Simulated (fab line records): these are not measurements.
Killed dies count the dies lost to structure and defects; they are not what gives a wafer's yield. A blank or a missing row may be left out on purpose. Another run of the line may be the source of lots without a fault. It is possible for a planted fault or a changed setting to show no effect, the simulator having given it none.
Matching of chambers || flow nand harc || rie diel-02 running NHARC_THIN_TSV_DESCUM_14: 4 sister chambers
The step chemistry O2, time 3 s. 16 wafers are shown with their chamber, then 8 later ones without.

== WAFERS, EACH WITH ITS CHAMBER ==
{"wafer": "L764.2", "chamber": 0, "drypump motor current A (A)": 5.8, "throttle valve pct (%)": 11.307, "oes product au (a.u.)": 1.002}
{"wafer": "L764.5", "chamber": 2, "drypump motor current A (A)": 5.6, "throttle valve pct (%)": 11.337, "oes product au (a.u.)": 0.996}
{"wafer": "L764.6", "chamber": 3, "drypump motor current A (A)": 6.5, "throttle valve pct (%)": 11.310, "oes product au (a.u.)": 0.996}
{"wafer": "L770.1", "chamber": 3, "drypump motor current A (A)": 6.6, "throttle valve pct (%)": 11.309, "oes product au (a.u.)": 1.012}
{"wafer": "L770.2", "chamber": 1, "drypump motor current A (A)": 5.9, "throttle valve pct (%)": 11.313, "oes product au (a.u.)": 1.010}
{"wafer": "L770.4", "chamber": 0, "drypump motor current A (A)": 5.8, "throttle valve pct (%)": 11.315, "oes product au (a.u.)": 1.002}
{"wafer": "L769.4", "chamber": 3, "drypump motor current A (A)": 6.6, "throttle valve pct (%)": 11.309, "oes product au (a.u.)": 1.012}
{"wafer": "L769.5", "chamber": 3, "drypump motor current A (A)": 6.5, "throttle valve pct (%)": 11.307, "oes product au (a.u.)": 1.015}
{"wafer": "L769.6", "chamber": 2, "drypump motor current A (A)": 5.6, "throttle valve pct (%)": 11.318, "oes product au (a.u.)": 1.019}
{"wafer": "L771.2", "chamber": 1, "drypump motor current A (A)": 5.9, "throttle valve pct (%)": 11.315, "oes product au (a.u.)": 1.008}
{"wafer": "L771.5", "chamber": 2, "drypump motor current A (A)": 5.6, "throttle valve pct (%)": 11.316, "oes product au (a.u.)": 1.013}
{"wafer": "L771.6", "chamber": 3, "drypump motor current A (A)": 6.6, "throttle valve pct (%)": 11.315, "oes product au (a.u.)": 1.003}
{"wafer": "L781.2", "chamber": 3, "drypump motor current A (A)": 6.6, "throttle valve pct (%)": 11.311, "oes product au (a.u.)": 1.012}
{"wafer": "L781.5", "chamber": 1, "drypump motor current A (A)": 5.9, "throttle valve pct (%)": 11.292, "oes product au (a.u.)": 1.000}
{"wafer": "L781.6", "chamber": 2, "drypump motor current A (A)": 5.6, "throttle valve pct (%)": 11.330, "oes product au (a.u.)": 1.013}
{"wafer": "L780.4", "chamber": 3, "drypump motor current A (A)": 6.6, "throttle valve pct (%)": 11.315, "oes product au (a.u.)": 0.999}

SIGNATURES (averages over the wafers above)
{"reading": "drypump motor current A", "chamber 0": 5.800, "chamber 1": 5.900, "chamber 2": 5.600, "chamber 3": 6.571, "scatter within a chamber": 0.0345}
{"reading": "throttle valve pct", "chamber 0": 11.31100, "chamber 1": 11.30667, "chamber 2": 11.32525, "chamber 3": 11.31086, "scatter within a chamber": 0.0077}
{"reading": "oes product au", "chamber 0": 1.00200, "chamber 1": 1.00600, "chamber 2": 1.01025, "chamber 3": 1.00700, "scatter within a chamber": 0.00759}
Rule: a wafer's distance from a chamber is the root of the sum, over the readings, of the square of ((its reading less the chamber's mean) divided by the reading's scatter). The wafer belongs to the nearest chamber; if the next one is less than 2 further off, it can't be placed. The scatter is the square root of a quotient: the sum, over the shown wafers, of each reading's squared deviation from its chamber's mean, divided by wafers minus chambers.

== WAFERS WITHOUT THEIR CHAMBER ==
{"wafer": "L780.5", "drypump motor current A (A)": 6.6, "throttle valve pct (%)": 11.294, "oes product au (a.u.)": 1.008}
{"wafer": "L780.6", "drypump motor current A (A)": 5.8, "throttle valve pct (%)": 11.338, "oes product au (a.u.)": 0.993}
{"wafer": "L782.1", "drypump motor current A (A)": 5.8, "throttle valve pct (%)": 11.304, "oes product au (a.u.)": 1.001}
{"wafer": "L782.3", "drypump motor current A (A)": 6.5, "throttle valve pct (%)": 11.317, "oes product au (a.u.)": 1.009}
{"wafer": "L782.5", "drypump motor current A (A)": 5.8, "throttle valve pct (%)": 11.302, "oes product au (a.u.)": 0.989}
{"wafer": "L786.2", "drypump motor current A (A)": 5.8, "throttle valve pct (%)": 11.302, "oes product au (a.u.)": 1.003}
{"wafer": "L786.5", "drypump motor current A (A)": 5.6, "throttle valve pct (%)": 11.328, "oes product au (a.u.)": 1.001}
{"wafer": "L786.6", "drypump motor current A (A)": 6.6, "throttle valve pct (%)": 11.306, "oes product au (a.u.)": 1.007}

== THE CHAMBER EACH PASSED THROUGH ==
{"wafer": "L780.5", "from the rows above": 3, "in truth": 3}
{"wafer": "L780.6", "from the rows above": "can't be placed: 0 or 1", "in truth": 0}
{"wafer": "L782.1", "from the rows above": 0, "in truth": 0}
{"wafer": "L782.3", "from the rows above": 3, "in truth": 3}
{"wafer": "L782.5", "from the rows above": "can't be placed: 0 or 1", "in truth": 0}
{"wafer": "L786.2", "from the rows above": "can't be placed: 0 or 1", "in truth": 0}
{"wafer": "L786.5", "from the rows above": 2, "in truth": 2}
{"wafer": "L786.6", "from the rows above": 3, "in truth": 3}
Placed correctly: 5 of 8. Not placeable from these rows: 3 (in 3, the candidates include the true chamber). Wrongly placed: 0.
